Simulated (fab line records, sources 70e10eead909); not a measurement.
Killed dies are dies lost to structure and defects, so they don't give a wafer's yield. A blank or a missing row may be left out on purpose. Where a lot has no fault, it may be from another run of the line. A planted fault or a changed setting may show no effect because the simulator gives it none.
Chamber matching    flow nandHarc    pecvd-04 running NHARC_A_CHANNEL_HOLE_D2_DEP_01: 3 sister chambers
The step deposits SiON, target thk 140 nm. 6 wafers are shown with their chamber, then 8 later ones without.

## EACH WAFER AND ITS CHAMBER
wafer   chamber  heaterPowerW (W)
L087.4  2        819
L087.6  0        680
L090.1  1        716
L090.4  1        730
L090.5  0        633
L093.1  2        920

## WAFERS WITH NO CHAMBER GIVEN
wafer   heaterPowerW (W)
L093.5  775
L093.6  901
L094.1  804
L094.4  817
L094.5  848
L097.2  881
L097.5  889
L097.6  664

## EACH ONE'S CHAMBER
wafer   from the rows above           in truth
L093.5  can't be placed: 1 or 2 or 0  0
L093.6  2                             2
L094.1  can't be placed: 2 or 1 or 0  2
L094.4  can't be placed: 2 or 1       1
L094.5  2                             2
L097.2  2                             2
L097.5  2                             2
L097.6  can't be placed: 0 or 1       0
Correctly placed: 4 of 8. From these rows, 4 cannot be placed; in 4 the true chamber is one of the candidates. Wrongly placed: 0.
How it was worked out, from the rows above alone: a wafer's distance from a chamber is the root of the sum, over the readings, of the square of ((its reading less the chamber's mean) divided by the reading's scatter). The wafer belongs to the nearest chamber; if the next one is less than 2 further off, it can't be placed. The mean given for a chamber averages the wafers shown for that chamber. The scatter: the root of (the sum of the squares of (reading less its chamber's mean) over the shown wafers, divided by (wafers less chambers)).
